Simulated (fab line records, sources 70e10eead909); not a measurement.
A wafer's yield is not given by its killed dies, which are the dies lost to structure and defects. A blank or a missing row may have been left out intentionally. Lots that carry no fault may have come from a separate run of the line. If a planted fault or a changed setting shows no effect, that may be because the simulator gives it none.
Which tool is to blame? -- flow nand_harc -- Sampling: 13 lots, 39 wafers, 5 of 1159 route steps

WHAT EACH GAUGE READ, for each wafer
NHARC_THIN_TSV_THK_MEAS_02: measures by ir. Usual: thk_nm at 3026 nm, with a standard deviation of 200.
lot,measured,on,thk_nm (nm),flag
L572,day 18 22:08,film_metro-01,3127 3045 2925,
L570,day 20 01:22,film_metro-02,3232 3091 2894,
L574,day 19 14:56,film_metro-01,2953 2702 3166,
L575,day 19 16:11,film_metro-01,3067 2465 2867,
L576,day 19 06:44,film_metro-02,3157 3217 3210,
L578,day 20 14:17,film_metro-01,3079 3163 3077,
L577,day 20 13:05,film_metro-02,3173 2680 3269,
L585,day 22 15:02,film_metro-01,3304 2675 2849,
L586,day 22 23:04,film_metro-02,2618 2728 2685,
L587,day 23 04:22,film_metro-01,3130 3432 3364,
L589,day 23 08:47,film_metro-01,3091 2990 2967,
L590,day 23 00:15,film_metro-02,2951 3085 3219,
L591,day 23 16:55,film_metro-02,2925 2860 2749,

NHARC_END_SORT_01. Usual: killed_at_array 21, standard deviation 8.9; killed_at_other 0.8, standard deviation 1.3; killed_at_periphery 3.6, standard deviation 2.4; killed_dies 26, standard deviation 8.9; killed_open 3.1, standard deviation 1.8; killed_short 1.9, standard deviation 1.3.
lot,measured,on,killed_at_array,killed_at_other,killed_at_periphery,killed_dies,killed_open,killed_short,flag
L585,day 23 07:30,prober-01,24 92 19,1 1 0,0 2 3,25 95 22,2 3 3,3 3 1,
L586,day 23 15:52,prober-02,12 78 10,0 0 3,5 4 0,17 82 13,2 6 1,2 3 1,

EACH LOT AND THE TOOL THAT RAN IT (in order: tool; ch and the chambers of the sampled wafers; start)
lot,NHARC_A_STAIRCASE_STRIP_296,NHARC_THIN_TSV_DESCUM_35,NHARC_THIN_TSV_STRIP_56
L572,"wet_bench-06 ch 2,4,5, day 12 05:53","rie_diel-04 ch 1,2,3, day 19 05:17","plasma_asher-01 ch 0,1, day 19 05:50"
L570,"wet_bench-01 ch 1,5,7, day 12 09:10","rie_diel-12 ch 2,3, day 20 08:30","plasma_asher-02 ch 0, day 20 09:01"
L574,"wet_bench-03 ch 2,3,4, day 12 15:03","rie_diel-09 ch 1,2,3, day 19 21:59","plasma_asher-02 ch 0,1, day 19 23:31"
L575,"wet_bench-01 ch 0,3,4, day 12 16:53","rie_diel-04 ch 0,1,2, day 19 23:10","plasma_asher-02 ch 0,1, day 20 00:10"
L576,"wet_bench-06 ch 5,6,7, day 12 20:03","rie_diel-12 ch 0,1,2, day 19 14:05","plasma_asher-02 ch 0,1, day 19 14:41"
L578,"wet_bench-01 ch 2,4,5, day 13 05:34","rie_diel-12 ch 0,1,2, day 20 21:20","plasma_asher-02 ch 0, day 20 21:55"
L577,"wet_bench-01 ch 0,1,5, day 13 06:27","rie_diel-04 ch 0,1, day 20 20:13","plasma_asher-02 ch 0,1, day 20 20:46"
L585,"wet_bench-06 ch 0,2,3, day 15 11:48","rie_diel-04 ch 0,1,2, day 22 22:11","plasma_asher-02 ch 0,1, day 22 22:39"
L586,"wet_bench-06 ch 0,2,7, day 15 13:01","rie_diel-09 ch 0,3, day 23 06:11","plasma_asher-02 ch 0,1, day 23 06:59"
L587,"wet_bench-01 ch 5,6,7, day 16 02:05","rie_diel-09 ch 1,2,3, day 23 11:42","plasma_asher-01 ch 0,1, day 23 12:12"
L589,"wet_bench-03 ch 0,4,6, day 16 07:16","rie_diel-04 ch 2,3, day 23 15:56","plasma_asher-01 ch 0,1, day 23 16:53"
L590,"wet_bench-01 ch 1,2,7, day 16 09:05","rie_diel-12 ch 0,2,3, day 23 07:32","plasma_asher-02 ch 0,1, day 23 08:20"
L591,"wet_bench-01 ch 0,6,7, day 17 02:58","rie_diel-12 ch 0,2,3, day 23 23:56","plasma_asher-01 ch 0,1, day 24 00:25"
- NHARC_A_STAIRCASE_STRIP_296: strips in SPM, time 900 s.
- NHARC_THIN_TSV_DESCUM_35: chemistry O2, time 3 s.
- NHARC_THIN_TSV_STRIP_56: strips in O2.

WHAT THE TOOLS THEMSELVES READ (means of the sampled wafers that have a number; where no wafer has one, the mark that the record gives instead)
NHARC_A_STAIRCASE_STRIP_296. Usual: bath_heat_duty_pct at 15.1 %, with a standard deviation of 1.8.
lot,tool,bath_heat_duty_pct (%),flag
L572,wet_bench-06,15.2,
L570,wet_bench-01,13.8,
L574,wet_bench-03,15.3,
L575,wet_bench-01,15.6,
L576,wet_bench-06,15.2,
L578,wet_bench-01,14.7,
L577,wet_bench-01,13.9,
L585,wet_bench-06,15.7,
L586,wet_bench-06,15.8,
L587,wet_bench-01,13.6,
L589,wet_bench-03,14.2,
L590,wet_bench-01,13.8,
L591,wet_bench-01,13.5,

NHARC_THIN_TSV_DESCUM_35. Usual: drypump_motor_current_A 5.6 A, standard deviation 0.47; oes_product_au 0.997 a.u., standard deviation 0.01; rf_vpp_V 57.6 V, standard deviation 0.92; showerhead_plenum_p_Torr 1.85 Torr, standard deviation 0.068; throttle_valve_pct 11.311 %, standard deviation 0.0088.
lot,tool,drypump_motor_current_A (A),oes_product_au (a.u.),rf_vpp_V (V),showerhead_plenum_p_Torr (Torr),throttle_valve_pct (%),flag
L572,rie_diel-04,5.7,0.998,56.8,1.81,11.314,
L570,rie_diel-12,5.2,0.991,57.4,1.82,11.316,
L574,rie_diel-09,5.9,1.002,58.0,1.88,11.313,
L575,rie_diel-04,5.6,0.992,58.7,1.89,11.312,
L576,rie_diel-12,5.5,0.996,58.1,1.83,11.312,
L578,rie_diel-12,5.5,0.996,57.4,1.83,11.309,
L577,rie_diel-04,5.6,0.999,58.4,1.97,11.313,
L585,rie_diel-04,5.6,1.000,57.8,1.89,11.319,
L586,rie_diel-09,5.9,0.991,57.5,1.84,11.318,
L587,rie_diel-09,5.9,0.999,56.7,1.88,11.309,
L589,rie_diel-04,6.2,1.009,57.0,1.78,11.308,
L590,rie_diel-12,5.2,0.992,57.1,1.84,11.306,
L591,rie_diel-12,5.3,0.999,57.6,1.84,11.319,

NHARC_THIN_TSV_STRIP_56. Usual: drypump_motor_current_A 5.7 A, standard deviation 0.32; heater_power_w 356 W, standard deviation 39.
lot,tool,drypump_motor_current_A (A),heater_power_w (W),flag
L572,plasma_asher-01,5.6,343,
L570,plasma_asher-02,6.0,420,
L574,plasma_asher-02,5.8,390,
L575,plasma_asher-02,5.5,356,
L576,plasma_asher-02,5.6,365,
L578,plasma_asher-02,6.0,421,
L577,plasma_asher-02,5.5,359,
L585,plasma_asher-02,5.8,395,
L586,plasma_asher-02,5.8,393,
L587,plasma_asher-01,5.6,325,
L589,plasma_asher-01,5.8,316,
L590,plasma_asher-02,5.5,360,
L591,plasma_asher-01,5.8,332,

THE ANSWER, worked out from the rows above alone
Rule: take the mean of a lot's wafers that have a number; if it is more than 3 standard deviations from the usual mean, the lot is off. A lot without any number at a reading at which 4 lots or more have one is off too. Where the step has rows for the other lots, those lots are counted as sound. After the gauges, taken in route order, come the tools' own readings; for these a lot's mean is taken, as printed above. At the first step where some lot is off, the reading lying furthest off is the one used; lots without a number count as furthest.
No lot is off on any of the readings shown, so nothing can be concluded from this.

WHAT HAD BEEN PUT IN BY THE SIMULATOR
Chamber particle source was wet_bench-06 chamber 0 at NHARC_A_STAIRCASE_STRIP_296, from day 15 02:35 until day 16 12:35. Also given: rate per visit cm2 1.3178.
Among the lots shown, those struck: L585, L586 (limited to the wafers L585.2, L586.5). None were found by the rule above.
